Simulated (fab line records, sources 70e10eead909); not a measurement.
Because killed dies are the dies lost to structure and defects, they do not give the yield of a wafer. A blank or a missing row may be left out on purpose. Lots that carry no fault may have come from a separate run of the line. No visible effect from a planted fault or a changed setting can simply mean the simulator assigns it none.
Chamber matching	flow nandHarc	NHARC_THIN_TSV_CMP_01 on cmp-01: 4 sister chambers
The step polishes. 4 wafers are shown with their chamber, then 7 later ones without.

== WAFERS PAIRED WITH THEIR CHAMBERS ==
wafer	chamber	motorCurrentA (A)
L617.4	1	10.5
L617.6	3	11.2
L619.2	2	11.8
L619.4	0	13.1

== WAFERS WHOSE CHAMBER IS MISSING ==
wafer	motorCurrentA (A)
L619.6	11.3
L623.3	11.1
L623.4	10.9
L623.5	11.6
L621.2	11.3
L621.3	10.7
L621.4	10.6

== WHICH CHAMBER EACH WENT THROUGH ==
wafer	from the rows above	in truth
L619.6	3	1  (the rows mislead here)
L623.3	3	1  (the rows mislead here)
L623.4	can't be placed: 3 or 1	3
L623.5	can't be placed: 2 or 3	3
L621.2	3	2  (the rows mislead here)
L621.3	can't be placed: 1 or 3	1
L621.4	1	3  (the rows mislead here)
Placed correctly: 0 of 7. These rows do not allow placing 3 (true chamber among the candidates in 3). Placed wrongly: 4.
How it was worked out, from the rows above alone: a wafer's distance from a chamber is the root of the sum, over the readings, of the square of ((its reading less the chamber's mean) divided by the reading's scatter). The wafer belongs to the nearest chamber; if the next one is less than 2 further off, it can't be placed. The mean given for a chamber averages the wafers shown for that chamber. The scatter: with one shown wafer a chamber, the root of the mean of the squares of how far each hidden wafer lies from its nearest shown one.
